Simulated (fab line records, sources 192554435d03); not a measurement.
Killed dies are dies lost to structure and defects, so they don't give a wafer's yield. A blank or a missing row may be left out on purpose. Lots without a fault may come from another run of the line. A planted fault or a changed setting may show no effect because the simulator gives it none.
A struck lot beside a sound one | flow n5_finfet | 14 steps out of a route of 1938
Sound: wafers L613.2, L613.3, L613.6. Struck: wafers L601.3, L601.4, L601.6. The cause comes at the end.
At each step with rows: each side's tool, then ch and its chambers, then its first start. Under that, the readings that differ: sound wafers | struck wafers | difference of the means | sigmas: that difference in standard deviations of wafers without a fault.
alike: readings whose means differ by less than 2 such deviations, and words and numbers that are the same on both sides. not compared: withheld readings, readings that some wafer has no value for, bounds like >300 that may hide the same value, and numbers for which the record gives no deviation and whose values overlap.
The two part at a step that has a row with sigmas, a row that says differs or no value, or rows on one side only. Numbers that don't overlap but have no deviation are shown without sigmas and don't part them. A reading that every wafer of one side lacks parts them only if that side has two wafers or more.

first, 9 steps without rows for these wafers: N5_SDB_SOFTBAKE_06 (time 60 s); N5_SDB_EXPOSE_08 (exposes mask SDB); N5_SDB_PEB_09 (peb time 60 s); N5_SDB_DEVELOP_10 (develop time 30 s); N5_SDB_DESCUM_16 (chemistry O2, time 7.9 s); N5_SDB_ETCH_17 (etches SiARC in CF4, target depth 23.4 nm, time 39 s); N5_SDB_ETCH_18 (etches SOC in N2/H2, target depth 100 nm, overetch 20 nm, time 150 s); N5_SDB_STRIP_19 (strips in N2/H2); N5_SDB_STRIP_21 (strips in CF4).
N5_SDB_HM_OPEN_20: chemistry CH3F/O2, target SiNx, stops on poly-Si, target depth 24 nm.
  sound on rie_diel-06 ch 1,2, day 9 01:12; struck on rie_diel-02 ch 2,3, day 6 07:25
  no value came back on the struck wafers for any of 8 readings (CH3F_flow_sccm (sccm), O2_flow_sccm (sccm) and others); on the sound wafers CH3F_flow_sccm (sccm) reads 29.82 29.94 30.06
  reading                              | sound        | struck        | difference | sigmas
  model.SOC_of_SDB_COAT_03.thk_nm (nm) | 84.6 84 84.4 | 100.2 100 100 | +15.7      |
  not compared: rf_hours_counter_h
N5_SDB_STRIP_22: strips in N2/H2.
  sound on plasma_asher-02 ch 0,1, day 9 01:17; struck on plasma_asher-01 ch 0,1, day 6 07:32
  reading                      | sound             | struck            | difference | sigmas
  oes_product_au (a.u.)        | 0.710 0.711 0.715 | 0.720 0.725 0.724 | +0.011     | +2
  strip_time_to_endpoint_s (s) | 96.8 96.2 96.7    | 112.1 111.9 112.0 | +15.4      | +44
  alike: drypump_motor_current_A, heater_power_w, n2_flow_sccm
  not compared: rf_hours_counter_h
then, 1 step without rows for these wafers: N5_SDB_PRECLEAN_23 (cleans in dHF, time 30 s).
N5_BEOL_M4_RC_MEAS_101:
  the record has rows for the sound wafers here (prober-02 ch 0, day 13 12:47) and none for the struck ones
-- the record jumps here: 8 days lie between the struck wafers' starts before and after (it left off in module BEOL_M4 and takes up again in module PASSIVATION, whose first step shown is number 1936 of the route) --
N5_PASSIVATION_PROBE_49:
  the record has rows for the struck wafers here (prober-02, day 14 11:43) and none for the sound ones

WHERE THEY PART
First at N5_SDB_HM_OPEN_20; last, within this record, at N5_PASSIVATION_PROBE_49.

WHY: what the simulator had put in
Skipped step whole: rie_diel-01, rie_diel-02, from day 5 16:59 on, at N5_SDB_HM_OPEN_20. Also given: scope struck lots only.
